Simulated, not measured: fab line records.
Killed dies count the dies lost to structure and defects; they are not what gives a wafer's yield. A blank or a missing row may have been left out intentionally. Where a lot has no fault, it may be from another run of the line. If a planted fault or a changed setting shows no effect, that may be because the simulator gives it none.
Struck lot and sound lot, side by side | flow n5-finfet | 38 out of 1938 route steps
Sound: these wafers, L791.1, L791.4, L791.5. Struck: wafer L792.1 (L792.2, L792.3, from the same lot, were not struck and are left out); the cause is given at the end.
Order at every step that has rows: each side's tool, ch and its chambers, its first start. Under that, the readings that differ: sound wafers | struck wafers | difference of the means | sigmas: that difference in standard deviations of wafers without a fault.
alike: a reading whose means differ by less than 2 such deviations, as well as words and numbers matching on both sides. not compared: withheld readings; readings where some wafer has no value; bounds like >300 that might hide an equal value; numbers whose values overlap and for which the record gives no deviation.
A row with sigmas, a row that says differs or no value, or rows on one side alone: a step with any of these is where the two part. Non-overlapping numbers with no deviation appear without sigmas and do not part them. A reading missing from all wafers of one side parts the sides only when that side holds two or more wafers.

first, 10 steps without rows for these wafers: N5_FIN_CUT_STRIP_22 (strips in N2/H2); N5_FIN_CUT_PRECLEAN_36 (cleans in O3/DIW, time 60 s); N5_FIN_CUT_SRD_32 (time 30 s); N5_FIN_CUT_UV_OZONE_34 (time 120 s); N5_STI_FIN_REVEAL_ALD_00 (deposits SiO2, target thk 1 nm, pulse time 1 s); N5_STI_FIN_REVEAL_ALD_14 (deposits Si3N4, target thk 3 nm); N5_STI_FIN_REVEAL_FCVD_FILL_01 (material SiO2 flowable, target thk 312 nm, time 512.2 s); N5_STI_FIN_REVEAL_DENSIFY_02 (time 1800 s); N5_STI_FIN_REVEAL_CMP_04 (polishes, stops on Si3N4, t overpolish 4 s, target thk 131.83 nm); N5_STI_FIN_REVEAL_DENSIFY_30.
N5_STI_FIN_REVEAL_ETCHBACK_08: etches SiO2 in C4F6/O2, target depth 30.5 nm, time 10.167 s.
  sound on rie-diel-02 ch 1,2, day 7 17:28; struck on rie-diel-04 ch 1, day 8 04:38
  alike: drypump-motor-current-A, oes-product-au, rf-vpp-V, showerhead-plenum-p-Torr, throttle-valve-pct
  not compared: rf-hours-counter-h
then, 16 steps without rows for these wafers: N5_STI_FIN_REVEAL_STRIP_24 (strips in N2/H2, time 90 s); N5_STI_FIN_REVEAL_PRECLEAN_25 (cleans in SPM, time 90 s); N5_STI_FIN_REVEAL_PRECLEAN_26 (cleans in SC1, time 45 s); N5_STI_FIN_REVEAL_PRECLEAN_29 (cleans in DHF, time 30 s); N5_STI_FIN_REVEAL_SRD_12 (time 30 s); N5_STI_FIN_REVEAL_RECESS_09 (chemistry HF/NH3, target SiO2, afs cycles 11, target depth 42.5 nm, sublimation time 60 s); N5_STI_FIN_REVEAL_STRIP_16 (strips SiNx in H3PO4, target depth 23.8 nm); N5_STI_FIN_REVEAL_PRECLEAN_17 (cleans in NF3:NH3, afs cycles 1, time 20 s, sublimation time 60 s); N5_STI_FIN_REVEAL_ETCH_34 (etches Si in H2, material Si, target depth 0.97 nm); N5_STI_FIN_REVEAL_OXIDATION_31 (chemistry O2 PLASMA REMOTE, time 20 s); N5_STI_FIN_REVEAL_PRECLEAN_32 (cleans in NF3:NH3, afs cycles 1, time 20 s, sublimation time 60 s); N5_STI_FIN_REVEAL_STRIP_35 (strips Si3N4 in H3PO4, target depth 4 nm, time 39 s); N5_STI_FIN_REVEAL_SRD_21 (time 30 s); N5_STI_FIN_REVEAL_OXIDATION_33 (chemistry O2 PLASMA REMOTE, time 20 s); N5_STI_FIN_REVEAL_CLEAN_19 (cleans in O3/DIW, time 120 s); N5_STI_FIN_REVEAL_SRD_23 (time 30 s).
N5_STI_FIN_REVEAL_FIN_H_MEAS_10:
  sound: ocd-01 at day 7 20:25; struck: ocd-01 at day 8 07:46
  reading              | sound          | struck | difference | sigmas
  trench-depth-nm (nm) | 51.8 51.7 52.0 | 64.5   | +12.7      | +21
then, 9 steps without rows for these wafers: N5_STI_FIN_REVEAL_PRECLEAN_18 (cleans in SC2, time 45 s); N5_STI_FIN_REVEAL_SRD_28 (time 30 s); N5_DUMMY_GATE_PRECLEAN_00 (cleans in O3/DIW, time 60 s); N5_DUMMY_GATE_SRD_01 (time 30 s); N5_DUMMY_GATE_ALD_02 (deposits SiO2, target thk 2 nm, pulse time 1 s); N5_DUMMY_GATE_CVD_03 (deposits a-Si from SiH4, target thk 150 nm, time 8042 s); N5_DUMMY_GATE_PRECLEAN_46 (cleans in DIW, time 89.5 s); N5_DUMMY_GATE_SRD_47 (dry time 32 s); N5_DUMMY_GATE_CMP_04 (polishes a-Si).
-- record jumps: 6 days separate the struck wafers' starts on either side; left off in module DUMMY_GATE, taken up again in module BEOL_M4, whose first shown step is the route's number 1111 --
N5_BEOL_M4_RC_MEAS_101:
  sound on prober-02 ch 0, day 13 20:00; struck on prober-02 ch 0, day 14 17:02
  reading       | sound          | struck | difference | sigmas
  DIBL_N (mV/V) | 36.2 38.5 36.4 | 34.4   | -2.6       | -2
  ION_N (uA/um) | 657 684 663    | 736    | +68        | +8
  alike: DIBL_P, IOFF_N, IOFF_P, ION_P, SS_N, SS_P, VT_N, VT_P

## WHERE THEY PART
Earliest at N5_STI_FIN_REVEAL_FIN_H_MEAS_10; latest, in this record, at N5_BEOL_M4_RC_MEAS_101.

WHY: whatever the simulator had introduced
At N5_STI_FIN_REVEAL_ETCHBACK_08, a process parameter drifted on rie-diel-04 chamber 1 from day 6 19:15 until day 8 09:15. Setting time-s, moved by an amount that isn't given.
